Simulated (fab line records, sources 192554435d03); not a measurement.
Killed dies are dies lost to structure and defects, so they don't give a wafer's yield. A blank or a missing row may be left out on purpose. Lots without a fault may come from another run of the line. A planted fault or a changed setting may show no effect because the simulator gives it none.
Chamber matching | flow n5_finfet | N5_BEOL_M0_SAQP_SPACER2_ETCHBACK_27 on rie_diel-01: 4 sister chambers
The step etches SiO2 in CHF3/O2, target depth 22.5 nm, time 11.25 s. 14 wafers are shown with their chamber, then 7 later ones without.

WAFERS WITH THEIR CHAMBER
wafer  | chamber | showerhead_plenum_p_Torr (Torr) | throttle_valve_pct (%) | rf_vpp_V (V)
L780.2 | 0       | 2.50                            | 19.08                  | 546
L780.4 | 2       | 2.42                            | 19.13                  | 542
L780.5 | 1       | 2.49                            | 18.91                  | 532
L786.1 | 3       | 2.38                            | 19.21                  | 527
L786.2 | 0       | 2.49                            | 19.10                  | 545
L786.4 | 2       | 2.42                            | 19.16                  | 543
L787.1 | 2       | 2.42                            | 19.15                  | 540
L787.2 | 1       | 2.49                            | 18.92                  | 529
L787.4 | 3       | 2.38                            | 19.21                  | 527
L798.2 | 3       | 2.37                            | 19.26                  | 528
L798.5 | 0       | 2.48                            | 19.12                  | 546
L798.6 | 3       | 2.37                            | 19.25                  | 527
L792.3 | 3       | 2.37                            | 19.24                  | 528
L792.5 | 3       | 2.37                            | 19.25                  | 527

SIGNATURES (means of the wafers above)
reading                  | chamber 0 | chamber 1 | chamber 2 | chamber 3 | scatter within a chamber
showerhead_plenum_p_Torr | 2.4900    | 2.4900    | 2.4200    | 2.3733    | 0.00577
throttle_valve_pct       | 19.1000   | 18.9150   | 19.1467   | 19.2367   | 0.0191
rf_vpp_V                 | 545.67    | 530.50    | 541.67    | 527.33    | 1.06
Rule: a wafer's distance from a chamber is the root of the sum, over the readings, of the square of ((its reading less the chamber's mean) divided by the reading's scatter). The wafer belongs to the nearest chamber; if the next one is less than 2 further off, it can't be placed. The scatter: the root of (the sum of the squares of (reading less its chamber's mean) over the shown wafers, divided by (wafers less chambers)).

WAFERS WITHOUT THEIR CHAMBER
wafer  | showerhead_plenum_p_Torr (Torr) | throttle_valve_pct (%) | rf_vpp_V (V)
L792.6 | 2.48                            | 19.14                  | 545
L799.1 | 2.37                            | 19.24                  | 528
L799.4 | 2.48                            | 19.14                  | 544
L799.5 | 2.48                            | 18.95                  | 531
L800.1 | 2.40                            | 19.22                  | 542
L800.3 | 2.37                            | 19.26                  | 528
L800.6 | 2.40                            | 19.20                  | 543

WHICH CHAMBER EACH WENT THROUGH
wafer  | from the rows above | in truth
L792.6 | 0                   | 0
L799.1 | 3                   | 3
L799.4 | 0                   | 0
L799.5 | 1                   | 1
L800.1 | 2                   | 2
L800.3 | 3                   | 3
L800.6 | 2                   | 2
Placed correctly: 7 of 7. Can't be placed from these rows: 0. Placed wrongly: 0.
